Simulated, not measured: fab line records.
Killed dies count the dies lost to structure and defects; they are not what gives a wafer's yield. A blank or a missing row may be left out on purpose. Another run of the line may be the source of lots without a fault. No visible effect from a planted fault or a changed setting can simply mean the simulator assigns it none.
Lot-split experiment :: flow n5_finfet :: on a route of 1938 steps: 7 lots, 21 wafers read

== ABOUT THE SPLIT ==
At N5_BEOL_M0_ETCH_109 (etches SiCN in CH3F/O2, target depth 8 nm, overetch 2.4 nm, time 27.4 s), the setting bias_w was moved away from the recipe's 75 W on 11 of the 21 wafers read, by -14.3% to +12.7%. This setting was run at the recipe's value on the other wafers.

The reading comes from the split's own step.

== THE READING ==
rf_vpp_V, in V, at N5_BEOL_M0_ETCH_109 (etches SiCN in CH3F/O2, target depth 8 nm, overetch 2.4 nm, time 27.4 s). Fault-free wafers of this fab line usually give 297.5 V, standard deviation 1.3 V.

wafer: L079.2
tool, chamber at the split: rie_diel-04, 3
bias_w as run, W: 75
against the recipe: recipe
rf_vpp_V, V: 298.1
against lot-mates on the recipe: -

wafer: L079.5
tool, chamber at the split: rie_diel-04, 1
bias_w as run, W: 75
against the recipe: recipe
rf_vpp_V, V: 300.0
against lot-mates on the recipe: -

wafer: L079.6
tool, chamber at the split: rie_diel-04, 0
bias_w as run, W: 75
against the recipe: recipe
rf_vpp_V, V: 295.6
against lot-mates on the recipe: -

wafer: L080.1
tool, chamber at the split: rie_diel-02, 2
bias_w as run, W: 84.5
against the recipe: +12.7%
rf_vpp_V, V: 319.2
against lot-mates on the recipe: no lot-mate on the recipe

wafer: L080.2
tool, chamber at the split: rie_diel-02, 3
bias_w as run, W: 84.5
against the recipe: +12.7%
rf_vpp_V, V: 320.5
against lot-mates on the recipe: no lot-mate on the recipe

wafer: L080.3
tool, chamber at the split: rie_diel-02, 1
bias_w as run, W: 84.5
against the recipe: +12.7%
rf_vpp_V, V: 318.4
against lot-mates on the recipe: no lot-mate on the recipe

wafer: L082.4
tool, chamber at the split: rie_diel-04, 1
bias_w as run, W: 75
against the recipe: recipe
rf_vpp_V, V: 300.2
against lot-mates on the recipe: -

wafer: L082.5
tool, chamber at the split: rie_diel-04, 2
bias_w as run, W: 79.51
against the recipe: +6.0%
rf_vpp_V, V: 308.1
against lot-mates on the recipe: +7.9

wafer: L082.6
tool, chamber at the split: rie_diel-04, 3
bias_w as run, W: 79.51
against the recipe: +6.0%
rf_vpp_V, V: 308.4
against lot-mates on the recipe: +8.2

wafer: L088.1
tool, chamber at the split: rie_diel-01, 1
bias_w as run, W: 75
against the recipe: recipe
rf_vpp_V, V: 299.1
against lot-mates on the recipe: -

wafer: L088.2
tool, chamber at the split: rie_diel-01, 0
bias_w as run, W: 75
against the recipe: recipe
rf_vpp_V, V: 298.9
against lot-mates on the recipe: -

wafer: L088.5
tool, chamber at the split: rie_diel-01, 1
bias_w as run, W: 75
against the recipe: recipe
rf_vpp_V, V: 297.4
against lot-mates on the recipe: -

wafer: L090.1
tool, chamber at the split: rie_diel-02, 3
bias_w as run, W: 75
against the recipe: recipe
rf_vpp_V, V: 296.8
against lot-mates on the recipe: -

wafer: L090.3
tool, chamber at the split: rie_diel-02, 0
bias_w as run, W: 82.33
against the recipe: +9.8%
rf_vpp_V, V: 314.2
against lot-mates on the recipe: +17.4

wafer: L090.4
tool, chamber at the split: rie_diel-02, 2
bias_w as run, W: 82.33
against the recipe: +9.8%
rf_vpp_V, V: 313.4
against lot-mates on the recipe: +16.6

wafer: L094.2
tool, chamber at the split: rie_diel-01, 3
bias_w as run, W: 81.7
against the recipe: +8.9%
rf_vpp_V, V: 315.4
against lot-mates on the recipe: +17.2

wafer: L094.3
tool, chamber at the split: rie_diel-01, 2
bias_w as run, W: 81.7
against the recipe: +8.9%
rf_vpp_V, V: 313.9
against lot-mates on the recipe: +15.7

wafer: L094.4
tool, chamber at the split: rie_diel-01, 1
bias_w as run, W: 75
against the recipe: recipe
rf_vpp_V, V: 298.2
against lot-mates on the recipe: -

wafer: L097.1
tool, chamber at the split: rie_diel-01, 0
bias_w as run, W: 75
against the recipe: recipe
rf_vpp_V, V: 297.9
against lot-mates on the recipe: -

wafer: L097.2
tool, chamber at the split: rie_diel-01, 3
bias_w as run, W: 64.3
against the recipe: -14.3%
rf_vpp_V, V: 269.9
against lot-mates on the recipe: -28.0

wafer: L097.4
tool, chamber at the split: rie_diel-01, 2
bias_w as run, W: 64.3
against the recipe: -14.3%
rf_vpp_V, V: 270.7
against lot-mates on the recipe: -27.2

THE FIT
A straight line over all 21 wafers: rf_vpp_V changes by +1.8 V for each +1% of bias_w; r = +0.99; the points scatter about the line by 1.5 V.
The same after taking each lot's own level away (the mean of its wafers on the recipe; 18 wafers): +1.83 V for each +1%; r = +0.99; scatter 1.4 V.
On that fit, the largest move of bias_w shifts the reading by 26 V.
From 296.80 to 300.20 V: that is the span of the lots' own levels, equal to 2.6 times the standard deviation above.
The two slopes agree, so the slope changes little with the lot-to-lot level.
Check: with one of the wafers moved furthest among these (-14.3%) left out of the fit, the line predicts -26.1 V for it against its lot-mates. Against them it came out at -28 V.
Tool readings at the split's step, against how far the setting was moved: rf_vpp_V r = +0.99.

== THESE WAFERS: OTHER SPLITS ==
Note: prior to the reading, these wafers also went through further splits. Each is held against what the fit with the lots' levels taken away leaves over:
other split on the same wafers: N5_MOL_CONTACT_COAG_COAT_76 spin_rpm
wafers away from the commonest value: 9
r with rf_vpp_V (lot level and that fit taken away): -0.11

other split on the same wafers: N5_BEOL_M0_SAQP_COAT_08 spin_rpm
wafers away from the commonest value: 6
r with rf_vpp_V (lot level and that fit taken away): -0.45

other split on the same wafers: N5_BEOL_M0_SAQP_EXPOSE_11 dose_mj
wafers away from the commonest value: 5
r with rf_vpp_V (lot level and that fit taken away): -0.15

other split on the same wafers: N5_BEOL_M0_SAQP_COAT_72 spin_rpm
wafers away from the commonest value: 6
r with rf_vpp_V (lot level and that fit taken away): +0.39

== FILE'S OWN FIT ==
rf_vpp_V changes by +1.82 V for each +1% of bias_w, r = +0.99.
